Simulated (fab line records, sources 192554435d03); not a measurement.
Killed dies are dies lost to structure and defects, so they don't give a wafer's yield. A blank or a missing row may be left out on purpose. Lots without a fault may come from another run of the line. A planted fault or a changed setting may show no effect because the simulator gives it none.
fab line records | flow n5_finfet
record lots=24 wafers=72 last_day=20
route steps=1938 shown BEOL_M2@914 BEOL_M3@970
lots that met no fault: from a run of the same line without faults
start_h: hours from the record's first day to the start of the lot's first wafer shown | wait_h: hours since the lot's step before | " the same as in the row above | L1.1+2: a row that stands for several wafers | - no value, or no start given | * or withheld: withheld | < > ~ a bound
route shown NAME@n: a module of which the file shows steps, and the number in the route of the first | usual: mean/standard deviation of fault-free wafers | same: alike in all rows | chamber/n: place in a boat | sites: the reading at each site | _std_site: their standard deviation | _edge_site: outer sites' mean less inner sites' | radius_mm: how far each site lies from the wafer's centre | mask NAME#n: copy n | behind: the tool/chamber that last shaped the wafer | hold: why the lot was held/for how many hours/how that ended | device: the transistor (n, p or np) that didn't switch | end of line: the same wafers' tests at the end of the route | a step without rows: its recipe alone | killed: dies lost to structure and defects at the first sort, not the wafer's yield | map: a wafer's dies, x killed, . not, _ none there
set.NAME: the setting as run; set.NAME@STEP: as run at that earlier step | model.NAME: the simulator's own value behind a step, which no gauge read
steps of the route over a sample of lots; a table a step, a row a wafer
services: from which hour (start_h, from the record's first day; less than 0 if before it) a tool's chamber was out of use, for how many hours, and why
## steps
# step N5_BEOL_M2_SPUTTER_90
# recipe material=Cu target_thk_a=45 temp_c=-20 chamber_pressure_pa=0.07 power_w=withheld time_s=8.29
# usual throttle_valve_pct=30.1/1.1
# columns lot.wafer tool chamber start_h wait_h throttle_valve_pct
L074.4 pvd_sputter-01 - 152.07 0.1 29.3
L074.5 " - " " 31.5
L074.6 " - " " 30.8
L075.2 pvd_sputter-03 - 154.82 0.1 31.1
L075.4 " - " " 31.5
L075.6 " - " " 29.3
L076.1 pvd_sputter-02 - 161.24 0.1 29.7
L076.2 " - " " 28.1
L076.5 " - " " 29.5
L077.1 pvd_sputter-02 - 163.08 0.1 29.6
L077.3 " - " " 29.9
L077.5 " - " " 28.2
L078.2 pvd_sputter-02 - 166.46 0.1 29.4
L078.4 " - " " 29.0
L078.5 " - " " 29.4
L079.1 pvd_sputter-03 - 177.61 0.1 30.8
L079.2 " - " " 29.4
L079.6 " - " " 30.1
L081.3 pvd_sputter-01 - 189.83 0.1 30.9
L081.4 " - " " 29.3
L081.5 " - " " 31.6
L080.1 pvd_sputter-01 - 196.73 0.1 31.6
L080.3 " - " " 29.7
L080.6 " - " " 31.5
L082.2 pvd_sputter-01 - 198.57 0.1 31.3
L082.3 " - " " 31.0
L082.5 " - " " 31.0
L084.1 pvd_sputter-01 - 202.01 0.1 29.5
L084.3 " - " " 31.6
L084.6 " - " " 31.5
L083.1 pvd_sputter-02 - 203.91 0.1 29.8
L083.5 " - " " 28.0
L083.6 " - " " 29.3
L085.1 pvd_sputter-02 - 205.79 0.1 28.0
L085.2 " - " " 29.6
L085.6 " - " " 28.3
L086.3 pvd_sputter-01 - 229.71 0.1 31.5
L086.4 " - " " 29.3
L086.5 " - " " 31.1
L089.1 pvd_sputter-02 - 241.73 0.1 30.0
L089.3 " - " " 29.6
L089.4 " - " " 28.2
L087.3 pvd_sputter-03 - 241.95 0.1 31.4
L087.5 " - " " 30.5
L087.6 " - " " 30.9
L090.2 pvd_sputter-01 - 241.95 0.1 29.3
L090.3 " - " " 30.9
L090.4 " - " " 31.5
L088.1 pvd_sputter-03 - 246.11 0.1 29.4
L088.2 " - " " 31.2
L088.5 " - " " 31.6
L091.3 pvd_sputter-01 - 249.59 0.1 31.6
L091.5 " - " " 31.2
L091.6 " - " " 31.1
L092.2 pvd_sputter-03 - 257.17 0.1 31.2
L092.5 " - " " 31.3
L092.6 " - " " 29.2
L093.1 pvd_sputter-02 - 261.93 0.1 29.4
L093.4 " - " " 29.5
L093.5 " - " " 30.0
L094.1 pvd_sputter-02 - 263.87 0.1 30.0
L094.5 " - " " 29.5
L094.6 " - " " 29.4
L095.2 pvd_sputter-02 - 274.69 0.1 30.2
L095.3 " - " " 29.3
L095.5 " - " " 28.2
L097.1 pvd_sputter-03 - 288.43 0.1 29.5
L097.2 " - " " 30.4
L097.3 " - " " 30.9
L096.1 pvd_sputter-02 - 289.17 0.1 29.8
L096.3 " - " " 29.4
L096.5 " - " " 30.1
# step N5_BEOL_M2_INSPECT_59
# recipe inspect_instrument=darkfield mode=post_dep
# usual raw_defect_count=77/30
# columns lot.wafer tool chamber start_h wait_h raw_defect_count
L074.4 defect_inspect-01 - 153.87 0.0 77
L074.5 " - " " 73
L074.6 " - " " 55
L075.2 defect_inspect-02 - 156.55 0.0 94
L075.4 " - " " 86
L075.6 " - " " 74
L076.1 defect_inspect-02 - 162.97 0.0 60
L076.2 " - " " 80
L076.5 " - " " 41
L077.1 defect_inspect-02 - 164.82 0.0 32
L077.3 " - " " 42
L077.5 " - " " 38
L078.2 defect_inspect-01 - 168.19 0.0 54
L078.4 " - " " 41
L078.5 " - " " 44
L079.1 defect_inspect-02 - 179.35 0.0 110
L079.2 " - " " 96
L079.6 " - " " 94
L081.3 defect_inspect-01 - 191.89 0.0 43
L081.4 " - " " 66
L081.5 " - " " 53
L080.1 defect_inspect-02 - 198.48 0.0 57
L080.3 " - " " 55
L080.6 " - " " 63
L082.2 defect_inspect-01 - 200.36 0.0 82
L082.3 " - " " 98
L082.5 " - " " 95
L084.1 defect_inspect-02 - 203.74 0.0 57
L084.3 " - " " 86
L084.6 " - " " 75
L083.1 defect_inspect-02 - 205.92 0.0 54
L083.5 " - " " 75
L083.6 " - " " 64
L085.1 defect_inspect-01 - 207.60 0.0 60
L085.2 " - " " 68
L085.6 " - " " 61
L086.3 defect_inspect-01 - 231.77 0.0 161
L086.4 " - " " 201
L086.5 " - " " 75
L089.1 defect_inspect-01 - 243.46 0.0 85
L089.3 " - " " 82
L089.4 " - " " 80
L087.3 defect_inspect-02 - 243.73 0.0 119
L087.5 " - " " 53
L087.6 " - " " 68
L090.2 defect_inspect-01 - 244.00 0.0 52
L090.3 " - " " 36
L090.4 " - " " 93
L088.1 defect_inspect-02 - 247.86 0.0 87
L088.2 " - " " 94
L088.5 " - " " 110
L091.3 defect_inspect-02 - 251.34 0.0 77
L091.5 " - " " 104
L091.6 " - " " 91
L092.2 defect_inspect-01 - 259.33 0.0 88
L092.5 " - " " 131
L092.6 " - " " 53
L093.1 defect_inspect-01 - 263.97 0.0 55
L093.4 " - " " 69
L093.5 " - " " 86
L094.1 defect_inspect-02 - 266.61 0.0 107
L094.5 " - " " 59
L094.6 " - " " 96
L095.2 defect_inspect-02 - 276.48 0.0 71
L095.3 " - " " 60
L095.5 " - " " 59
L097.1 defect_inspect-01 - 290.51 0.0 126
L097.2 " - " " 119
L097.3 " - " " 166
L096.1 defect_inspect-01 - 290.90 0.0 64
L096.3 " - " " 47
L096.5 " - " " 46
# step N5_BEOL_M3_ETCH_77
# recipe chemistry=N2/H2 target=underlayer target_depth_a=65 mask_material=CAR-EUV time_s=5.2 ion_energy_ev=200 pressure_mtorr=30 source_w=840 bias_w=150 n2_flow_sccm=200 h2_flow_sccm=200 ends=cleared
# usual drypump_motor_current_A=5.7/0.51 etch_rf_on_time_s=5.19/0.13 oes_product_au=0.67/0.057 rf_vpp_V=523.6/2.7 showerhead_plenum_p_Torr=2.54/0.079 throttle_valve_pct=17.76/0.2
# columns lot.wafer tool chamber start_h wait_h drypump_motor_current_A etch_rf_on_time_s oes_product_au rf_hours_counter_h rf_vpp_V showerhead_plenum_p_Torr throttle_valve_pct
L074.4 rie_diel-03 2 156.63 0.0 6.2 5.00 0.65 158 519.5 2.44 17.50
L074.5 " 3 " " 5.1 5.29 0.70 - 526.6 2.68 17.83
L074.6 " 2 " " 6.1 5.00 0.66 - 522.6 2.44 17.50
L075.2 rie_diel-05 0 160.51 0.0 5.6 5.37 0.60 198 523.3 2.52 17.95
L075.4 " 2 " " 4.8 5.17 0.75 - 522.9 2.59 17.55
L075.6 " 0 " " 5.6 5.34 0.62 - 525.1 2.52 17.95
L076.1 rie_diel-05 3 165.92 0.0 6.1 5.18 0.66 144 523.9 2.55 17.90
L076.2 " 2 " " 4.8 5.10 0.75 44 525.5 2.59 17.55
L076.5 " 3 " " 6.1 5.18 0.66 - 523.4 2.55 17.92
L077.1 rie_diel-06 1 167.53 0.0 5.5 5.07 0.69 117 519.8 2.36 18.11
L077.3 " 2 " " 6.0 5.28 0.66 108 526.8 2.57 18.14
L077.5 " 3 " " 5.7 5.39 0.62 - 526.3 2.64 17.72
L078.2 rie_diel-05 0 169.86 0.0 5.6 5.34 0.60 203 523.9 2.52 17.97
L078.4 " 3 " " 6.1 5.16 0.66 145 522.7 2.55 17.92
L078.5 " 3 " " 6.1 5.14 0.66 - 520.7 2.55 17.92
L079.1 rie_diel-06 1 181.97 0.0 5.6 5.09 0.70 120 520.2 2.36 18.10
L079.2 " 2 " " 6.1 5.22 0.66 112 523.9 2.57 18.18
L079.6 " 3 " " 5.7 5.30 0.63 - 526.9 2.63 17.74
L081.3 rie_diel-05 2 194.67 0.0 4.9 5.14 0.72 52 524.9 2.59 17.58
L081.4 " 1 " " 6.5 5.17 0.79 - 521.8 2.49 17.61
L081.5 " 3 " " 6.1 5.26 0.65 - 522.6 2.55 17.94
L080.1 rie_diel-05 2 202.31 0.0 4.9 5.19 0.73 55 525.0 2.58 17.58
L080.3 " 0 " " 5.6 5.40 0.60 210 523.1 2.51 17.98
L080.6 " 0 " " 5.6 5.38 0.60 - 522.6 2.51 17.99
L082.2 rie_diel-05 2 202.92 0.0 4.8 5.14 0.73 56 526.5 2.58 17.58
L082.3 " 0 " " 5.6 5.42 0.61 210 523.5 2.51 17.98
L082.5 " 2 " " 4.8 5.18 0.73 - 521.2 2.58 17.58
L084.1 rie_diel-06 2 206.33 0.0 6.1 5.35 0.64 118 522.5 2.56 18.16
L084.3 " 1 " " 5.5 5.06 0.67 126 517.0 2.36 18.10
L084.6 " 0 " " 5.9 5.07 0.64 - 526.8 2.65 17.71
L083.1 rie_diel-03 2 208.44 0.0 6.2 5.09 0.64 175 518.5 2.43 17.53
L083.5 " 1 " " 5.4 5.00 0.74 - 524.8 2.46 17.43
L083.6 " 0 " " 5.5 5.19 0.64 - 525.5 2.54 17.72
L085.1 rie_diel-03 2 209.90 0.0 6.1 4.96 0.64 176 519.5 2.43 17.56
L085.2 " 3 " " 5.1 5.33 0.69 99 527.4 2.67 17.88
L085.6 " 3 " " 5.1 5.36 0.69 - 527.7 2.67 17.87
L086.3 rie_diel-05 2 234.08 0.0 4.8 5.12 0.71 66 524.9 2.58 17.59
L086.4 " 1 " " 6.5 5.08 0.77 21 520.6 2.49 17.64
L086.5 " 2 " " 4.8 5.14 0.72 - 524.8 2.58 17.59
L089.1 rie_diel-03 0 248.85 0.0 5.5 5.14 0.63 186 522.6 2.53 17.75
L089.3 " 1 " " 5.4 4.99 0.73 60 521.9 2.46 17.43
L089.4 " 2 " " 6.1 5.05 0.62 186 519.4 2.43 17.54
L087.3 rie_diel-05 2 248.87 0.0 4.9 5.14 0.72 71 525.2 2.58 17.60
L087.5 " 2 " " 4.8 5.13 0.72 - 525.1 2.58 17.60
L087.6 " 1 " " 6.5 5.12 0.75 - 521.1 2.48 17.66
L090.2 rie_diel-03 2 249.00 0.0 6.1 5.12 0.63 187 522.4 2.43 17.55
L090.3 " 0 " " 5.5 5.14 0.62 186 523.7 2.53 17.76
L090.4 " 3 " " 5.1 5.33 0.67 111 529.3 2.67 17.88
L088.1 rie_diel-05 3 249.62 0.0 6.1 5.27 0.63 171 522.0 2.54 17.96
L088.2 " 0 " " 5.6 5.43 0.59 225 522.9 2.51 18.01
L088.5 " 0 " " 5.6 5.36 0.59 - 523.1 2.51 18.01
L091.3 rie_diel-05 1 255.48 0.0 6.5 5.12 0.75 28 522.6 2.48 17.66
L091.5 " 0 " " 5.6 5.38 0.58 - 524.9 2.50 17.99
L091.6 " 1 " " 6.5 5.09 0.75 - 519.5 2.48 17.65
L092.2 rie_diel-03 1 262.65 0.0 5.4 4.99 0.73 65 522.6 2.45 17.43
L092.5 " 1 " " 5.4 4.98 0.74 - 522.6 2.45 17.46
L092.6 " 2 " " 6.1 5.10 0.62 - 520.2 2.43 17.56
L093.1 rie_diel-05 0 265.74 0.0 5.6 5.33 0.59 230 522.3 2.50 18.03
L093.4 " 3 " " 6.1 5.22 0.64 176 521.9 2.54 17.95
L093.5 " 2 " " 4.8 5.15 0.70 - 525.5 2.58 17.59
L094.1 rie_diel-03 1 268.86 0.0 5.4 5.03 0.72 67 519.9 2.45 17.46
L094.5 " 3 " " 5.1 5.47 0.67 - 525.6 2.66 17.89
L094.6 " 0 " " 5.5 5.11 0.62 - 525.9 2.53 17.74
L095.2 rie_diel-06 0 278.59 0.0 5.9 5.18 0.62 191 526.2 2.64 17.75
L095.3 " 1 " " 5.6 5.07 0.66 147 517.3 2.35 18.14
L095.5 " 2 " " 6.1 5.29 0.64 - 523.9 2.56 18.18
L097.1 rie_diel-03 1 292.74 0.0 5.4 5.04 0.70 74 519.4 2.45 17.46
L097.2 " 2 " " 6.1 5.11 0.62 200 521.2 2.42 17.57
L097.3 " 3 " " 5.1 5.48 0.66 124 529.8 2.66 17.88
L096.1 rie_diel-03 0 293.39 0.0 5.4 5.11 0.63 200 522.8 2.53 17.80
L096.3 " 2 " " 6.1 5.09 0.63 200 518.8 2.42 17.57
L096.5 " 2 " " 6.2 5.05 0.63 - 521.5 2.42 17.59
# step N5_BEOL_M3_ANNEAL_80
# recipe temp_c=400 time_s=240 ambient=vacuum
# usual heater_power_w=843/90
# columns lot.wafer tool chamber start_h wait_h heater_power_w
L074.4 pvd_sputter-01 - 170.49 0.1 939
L074.5 " - " " 860
L074.6 " - " " 856
L075.2 pvd_sputter-02 - 170.53 0.0 817
L075.4 " - " " 780
L075.6 " - " " 984
L076.1 pvd_sputter-02 - 173.87 0.0 801
L076.2 " - " " 969
L076.5 " - " " 834
L077.1 pvd_sputter-01 - 177.05 0.0 864
L077.3 " - " " 965
L077.5 " - " " 955
L078.2 pvd_sputter-03 - 185.55 0.0 820
L078.4 " - " " 956
L078.5 " - " " 970
L079.1 pvd_sputter-03 - 190.09 0.0 784
L079.2 " - " " 785
L079.6 " - " " 808
L081.3 pvd_sputter-02 - 208.99 0.0 836
L081.4 " - " " 682
L081.5 " - " " 697
L080.1 pvd_sputter-03 - 210.80 0.0 774
L080.3 " - " " 953
L080.6 " - " " 940
L082.2 pvd_sputter-02 - 211.97 0.0 981
L082.3 " - " " 781
L082.5 " - " " 969
L085.1 pvd_sputter-02 - 216.53 0.0 996
L085.2 " - " " 823
L085.6 " - " " 788
L084.1 pvd_sputter-01 - 216.63 0.0 858
L084.3 " - " " 835
L084.6 " - " " 864
L083.1 pvd_sputter-03 - 217.11 0.0 929
L083.5 " - " " 760
L083.6 " - " " 798
L086.3 pvd_sputter-01 - 238.13 0.0 845
L086.4 " - " " 953
L086.5 " - " " 845
L089.1 pvd_sputter-02 - 256.38 0.0 982
L089.3 " - " " 829
L089.4 " - " " 799
L087.3 pvd_sputter-01 - 256.64 0.0 866
L087.5 " - " " 864
L087.6 " - " " 852
L090.2 pvd_sputter-02 - 259.29 0.0 953
L090.3 " - " " 781
L090.4 " - " " 656
L088.1 pvd_sputter-03 - 264.34 0.0 973
L088.2 " - " " 795
L088.5 " - " " 926
L091.3 pvd_sputter-01 - 264.61 0.0 829
L091.5 " - " " 843
L091.6 " - " " 851
L092.2 pvd_sputter-02 - 264.99 0.0 668
L092.5 " - " " 994
L092.6 " - " " 815
L093.1 pvd_sputter-02 - 271.19 0.0 663
L093.4 " - " " 988
L093.5 " - " " 822
L094.1 pvd_sputter-03 - 274.38 0.0 960
L094.5 " - " " 809
L094.6 " - " " 756
L095.2 pvd_sputter-03 - 284.13 0.0 805
L095.3 " - " " 788
L095.5 " - " " 781
L096.1 pvd_sputter-01 - 303.68 0.0 836
L096.3 " - " " 960
L096.5 " - " " 842
L097.1 pvd_sputter-03 - 318.52 0.0 800
L097.2 " - " " 942
L097.3 " - " " 812
# step N5_BEOL_M3_ANNEAL_87
# recipe temp_c=400 time_s=240 ambient=vacuum
# usual heater_power_w=845/92
# columns lot.wafer tool chamber start_h wait_h heater_power_w
L074.4 pvd_sputter-01 - 170.93 0.1 941
L074.5 " - " " 836
L074.6 " - " " 863
L075.2 pvd_sputter-02 - 170.97 0.0 800
L075.4 " - " " 772
L075.6 " - " " 1019
L076.1 pvd_sputter-02 - 174.31 0.0 776
L076.2 " - " " 1000
L076.5 " - " " 838
L077.1 pvd_sputter-01 - 177.49 0.0 825
L077.3 " - " " 960
L077.5 " - " " 963
L078.2 pvd_sputter-03 - 185.99 0.0 772
L078.4 " - " " 986
L078.5 " - " " 960
L079.1 pvd_sputter-03 - 190.53 0.0 787
L079.2 " - " " 763
L079.6 " - " " 794
L081.3 pvd_sputter-02 - 209.43 0.0 831
L081.4 " - " " 688
L081.5 " - " " 666
L080.1 pvd_sputter-03 - 211.24 0.0 765
L080.3 " - " " 957
L080.6 " - " " 935
L082.2 pvd_sputter-02 - 212.41 0.0 993
L082.3 " - " " 755
L082.5 " - " " 982
L085.1 pvd_sputter-02 - 216.97 0.0 961
L085.2 " - " " 812
L085.6 " - " " 785
L084.1 pvd_sputter-01 - 217.07 0.0 870
L084.3 " - " " 867
L084.6 " - " " 858
L083.1 pvd_sputter-03 - 217.55 0.0 960
L083.5 " - " " 782
L083.6 " - " " 806
L086.3 pvd_sputter-01 - 238.57 0.0 861
L086.4 " - " " 943
L086.5 " - " " 857
L089.1 pvd_sputter-02 - 256.82 0.0 993
L089.3 " - " " 805
L089.4 " - " " 798
L087.3 pvd_sputter-01 - 257.08 0.0 872
L087.5 " - " " 891
L087.6 " - " " 876
L090.2 pvd_sputter-02 - 259.73 0.0 994
L090.3 " - " " 780
L090.4 " - " " 668
L088.1 pvd_sputter-03 - 264.78 0.0 937
L088.2 " - " " 811
L088.5 " - " " 974
L091.3 pvd_sputter-01 - 265.05 0.0 876
L091.5 " - " " 850
L091.6 " - " " 871
L092.2 pvd_sputter-02 - 265.43 0.0 692
L092.5 " - " " 964
L092.6 " - " " 765
L093.1 pvd_sputter-02 - 271.63 0.0 675
L093.4 " - " " 991
L093.5 " - " " 823
L094.1 pvd_sputter-03 - 274.82 0.0 973
L094.5 " - " " 809
L094.6 " - " " 779
L095.2 pvd_sputter-03 - 284.57 0.0 810
L095.3 " - " " 797
L095.5 " - " " 773
L096.1 pvd_sputter-01 - 304.12 0.0 867
L096.3 " - " " 961
L096.5 " - " " 837
L097.1 pvd_sputter-03 - 345.64 0.0 814
L097.2 " - " " 955
L097.3 " - " " 780
# step N5_BEOL_M3_SPUTTER_92
# recipe material=Cu target_thk_a=45 temp_c=-20 chamber_pressure_pa=0.07 power_w=withheld time_s=8.29
# usual throttle_valve_pct=30.2/1
# columns lot.wafer tool chamber start_h wait_h throttle_valve_pct
L074.4 pvd_sputter-01 - 171.48 0.0 29.2
L074.5 " - " " 31.4
L074.6 " - " " 30.8
L075.2 pvd_sputter-02 - 171.55 0.1 29.7
L075.4 " - " " 29.6
L075.6 " - " " 28.3
L076.1 pvd_sputter-02 - 174.89 0.1 29.4
L076.2 " - " " 27.9
L076.5 " - " " 29.7
L077.1 pvd_sputter-01 - 178.07 0.1 31.2
L077.3 " - " " 31.8
L077.5 " - " " 29.5
L078.2 pvd_sputter-03 - 186.57 0.1 29.4
L078.4 " - " " 30.5
L078.5 " - " " 30.2
L079.1 pvd_sputter-03 - 191.11 0.1 30.9
L079.2 " - " " 31.5
L079.6 " - " " 31.1
L081.3 pvd_sputter-02 - 210.01 0.1 29.8
L081.4 " - " " 29.9
L081.5 " - " " 29.7
L080.1 pvd_sputter-03 - 211.82 0.1 31.8
L080.3 " - " " 30.5
L080.6 " - " " 30.4
L082.2 pvd_sputter-02 - 212.99 0.1 28.0
L082.3 " - " " 29.3
L082.5 " - " " 28.3
L085.1 pvd_sputter-02 - 217.55 0.1 28.0
L085.2 " - " " 29.6
L085.6 " - " " 29.3
L084.1 pvd_sputter-01 - 217.65 0.1 31.0
L084.3 " - " " 31.4
L084.6 " - " " 30.8
L083.1 pvd_sputter-03 - 218.13 0.1 30.6
L083.5 " - " " 31.4
L083.6 " - " " 29.4
L086.3 pvd_sputter-01 - 239.15 0.1 30.9
L086.4 " - " " 29.4
L086.5 " - " " 31.3
L089.1 pvd_sputter-02 - 257.40 0.1 28.2
L089.3 " - " " 29.3
L089.4 " - " " 29.5
L087.3 pvd_sputter-01 - 257.66 0.1 30.8
L087.5 " - " " 31.4
L087.6 " - " " 30.9
L090.2 pvd_sputter-02 - 260.31 0.1 28.2
L090.3 " - " " 29.6
L090.4 " - " " 29.8
L088.1 pvd_sputter-03 - 265.36 0.1 30.4
L088.2 " - " " 29.3
L088.5 " - " " 30.3
L091.3 pvd_sputter-01 - 265.63 0.1 31.1
L091.5 " - " " 31.2
L091.6 " - " " 30.9
L092.2 pvd_sputter-02 - 266.01 0.1 29.8
L092.5 " - " " 28.0
L092.6 " - " " 29.3
L093.1 pvd_sputter-02 - 272.21 0.1 30.1
L093.4 " - " " 28.2
L093.5 " - " " 29.6
L094.1 pvd_sputter-03 - 275.40 0.1 30.3
L094.5 " - " " 31.2
L094.6 " - " " 31.6
L095.2 pvd_sputter-03 - 285.15 0.1 29.5
L095.3 " - " " 30.7
L095.5 " - " " 31.2
L096.1 pvd_sputter-01 - 304.70 0.1 31.5
L096.3 " - " " 31.7
L096.5 " - " " 31.5
L097.1 pvd_sputter-03 - 346.22 0.1 29.1
L097.2 " - " " 30.4
L097.3 " - " " 30.9
## services
# columns tool chamber start_h hours kind
rie_diel-05 1 134.88 12.3 repair
rie_diel-06 1 142.70 5.8 repair
rie_diel-05 1 150.32 - clean
rie_diel-05 1 150.32 - consumable_replace:focus_ring
rie_diel-05 1 150.32 18.0 scheduled_down
rie_diel-05 1 150.32 18.0 vent_cycle
rie_diel-06 2 160.23 3.0 repair
rie_diel-06 - 190.75 2.8 pm
rie_diel-05 0 192.21 5.8 repair
rie_diel-05 - 195.70 0.7 repair
rie_diel-03 2 225.59 2.0 repair
rie_diel-05 0 241.22 3.8 repair
rie_diel-06 3 291.19 8.3 repair
pvd_sputter-02 - 301.83 7.9 repair
rie_diel-05 0 320.99 2.0 repair
rie_diel-06 1 332.37 8.2 repair
rie_diel-05 0 334.81 - clean
rie_diel-05 0 334.81 - consumable_replace:focus_ring
rie_diel-05 0 334.81 13.4 scheduled_down
rie_diel-05 0 334.81 13.4 vent_cycle
## key
fault none
